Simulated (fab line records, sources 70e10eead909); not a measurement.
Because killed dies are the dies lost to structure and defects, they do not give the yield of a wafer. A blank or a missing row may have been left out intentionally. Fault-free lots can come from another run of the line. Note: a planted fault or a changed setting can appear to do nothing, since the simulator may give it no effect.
What tool caused it? | flow nand harc | Sampling: 14 lots, 42 wafers, 3 of 1302 route steps

== WHAT EACH GAUGE READ, for each wafer ==
NHARC_A_ONON_D2_THK_MEAS_02: measures by ellipsometry.
lot  | measured     | on            | thk nm (nm)
L693 | day 13 19:56 | film metro-01 | 1004 1002 1004
L695 | day 13 14:56 | film metro-01 | 982 983 981
L697 | day 14 17:13 | film metro-01 | 1019 1021 1019
L696 | day 14 17:13 | film metro-02 | 1005 1003 1004
L698 | day 15 17:42 | film metro-01 | 1001 1001 1000
L699 | day 15 17:42 | film metro-01 | 997 997 996
L700 | day 16 01:10 | film metro-02 | 990 991 991
L701 | day 16 21:54 | film metro-01 | 1014 1016 1016
L702 | day 16 22:04 | film metro-01 | 1005 1007 1004
L704 | day 18 00:11 | film metro-01 | 1025 1025 1026
L708 | day 19 16:26 | film metro-02 | 1006 1004 1006
L707 | day 19 16:26 | film metro-01 | 995 1060 1062 994 1060 1061
L709 | day 20 03:37 | film metro-02 | 1009 1009 1077 1009 1009 1076
L713 | day 21 11:02 | film metro-01 | 1000 1001 1001

== EACH LOT AND THE TOOL THAT RAN IT (in order: tool; ch and the chambers of the sampled wafers; start) ==
lot  | NHARC_A_CHANNEL_FILL_D1_ALD_14   | NHARC_A_ONON_D2_DEP_00
L693 | ald hk-02 ch 1,2,3, day 10 01:13 | pecvd onon-03 ch 0, day 13 19:25
L695 | ald hk-02 ch 1,2, day 10 16:31   | pecvd onon-02 ch 0, day 13 14:29
L697 | ald hk-02 ch 2,3, day 11 11:23   | pecvd onon-02 ch 0, day 14 16:41
L696 | ald hk-04 ch 1,3, day 11 11:23   | pecvd onon-03 ch 0, day 14 16:46
L698 | ald hk-01 ch 1,3, day 12 06:35   | pecvd onon-04 ch 0, day 15 17:10
L699 | ald hk-04 ch 0,2,3, day 12 12:02 | pecvd onon-02 ch 0, day 15 17:10
L700 | ald hk-04 ch 0,1,3, day 12 20:41 | pecvd onon-04 ch 0, day 16 00:43
L701 | ald hk-04 ch 1,2,3, day 13 15:34 | pecvd onon-02 ch 0, day 16 21:23
L702 | ald hk-04 ch 0,3, day 13 15:44   | pecvd onon-03 ch 0, day 16 21:37
L704 | ald hk-04 ch 0,1,3, day 14 05:34 | pecvd onon-02 ch 0, day 17 23:44
L708 | ald hk-04 ch 1,2,3, day 16 08:52 | pecvd onon-04 ch 0, day 19 15:56
L707 | ald hk-01 ch 0,1,3, day 16 08:56 | pecvd onon-02 ch 0, day 19 16:05
L709 | ald hk-04 ch 0,1, day 16 21:22   | pecvd onon-02 ch 0, day 20 03:09
L713 | ald hk-02 ch 2,3, day 18 02:13   | pecvd onon-04 ch 0, day 21 10:32
- NHARC_A_CHANNEL_FILL_D1_ALD_14: deposits SiO2, target thk 2.5 nm, pulse time 10 s, ald cycles 25.
- NHARC_A_ONON_D2_DEP_00: target thk 1000 nm.

== WHAT THE TOOLS THEMSELVES READ (means of the sampled wafers that have a number; where no wafer has one, the mark that the record gives instead) ==
NHARC_A_CHANNEL_FILL_D1_ALD_14.
lot  | tool      | heater power w (W) | precursor pulse height rel | susceptor temp C (C)
L693 | ald hk-02 | 435                | 1.016                      | 300.16
L695 | ald hk-02 | 448                | 1.007                      | 300.11
L697 | ald hk-02 | 426                | 0.986                      | 300.17
L696 | ald hk-04 | 533                | 0.985                      | 300.00
L698 | ald hk-01 | 513                | 1.000                      | 299.90
L699 | ald hk-04 | 458                | 1.021                      | 300.19
L700 | ald hk-04 | 474                | 1.006                      | 299.75
L701 | ald hk-04 | 493                | 1.012                      | 300.05
L702 | ald hk-04 | 458                | 1.002                      | 299.96
L704 | ald hk-04 | 483                | 0.981                      | 299.97
L708 | ald hk-04 | 490                | 1.016                      | 299.95
L707 | ald hk-01 | 481                | 1.012                      | 300.08
L709 | ald hk-04 | 501                | 0.994                      | 300.02
L713 | ald hk-02 | 451                | 1.003                      | 300.25

NHARC_A_ONON_D2_DEP_00.
lot  | tool          | n2o flow sccm (sccm) | susceptor temp C (C)
L693 | pecvd onon-03 | 1998                 | 400.22
L695 | pecvd onon-02 | 2006                 | 399.96
L697 | pecvd onon-02 | 2005                 | 399.72
L696 | pecvd onon-03 | 2006                 | 399.73
L698 | pecvd onon-04 | 1993                 | 399.67
L699 | pecvd onon-02 | 2000                 | 400.39
L700 | pecvd onon-04 | 1996                 | 400.05
L701 | pecvd onon-02 | 2001                 | 400.16
L702 | pecvd onon-03 | 1999                 | 399.74
L704 | pecvd onon-02 | 2005                 | 400.10
L708 | pecvd onon-04 | 2008                 | 400.05
L707 | pecvd onon-02 | 1997                 | 399.88
L709 | pecvd onon-02 | 1999                 | 399.94
L713 | pecvd onon-04 | 2004                 | 400.02

== THE ANSWER, worked out from the rows above alone ==
Rule: the lots themselves supply what counts as usual. The widest of any qualifying gaps counts: lots, ordered by their means at a reading, are off when they make up no more than a third of the lots, leave a main group of 4 or more, and stand apart from it by 3 or more times the standard deviation of that group's means. If all means in a main group match to the digits the tables above print for the reading, that group is not used. A lot without any number at a reading at which 4 lots or more have one is off too. The other lots that the step has rows for count as sound. First the gauges in route order, then the tools' own readings, where a lot's mean is used as printed above. The first step at which some lot is off is used, and at that step the reading that is off furthest; a lot without a number counts as furthest.
None of the lots is off at any reading shown; this tells nothing.

== WHAT HAD BEEN PUT IN BY THE SIMULATOR ==
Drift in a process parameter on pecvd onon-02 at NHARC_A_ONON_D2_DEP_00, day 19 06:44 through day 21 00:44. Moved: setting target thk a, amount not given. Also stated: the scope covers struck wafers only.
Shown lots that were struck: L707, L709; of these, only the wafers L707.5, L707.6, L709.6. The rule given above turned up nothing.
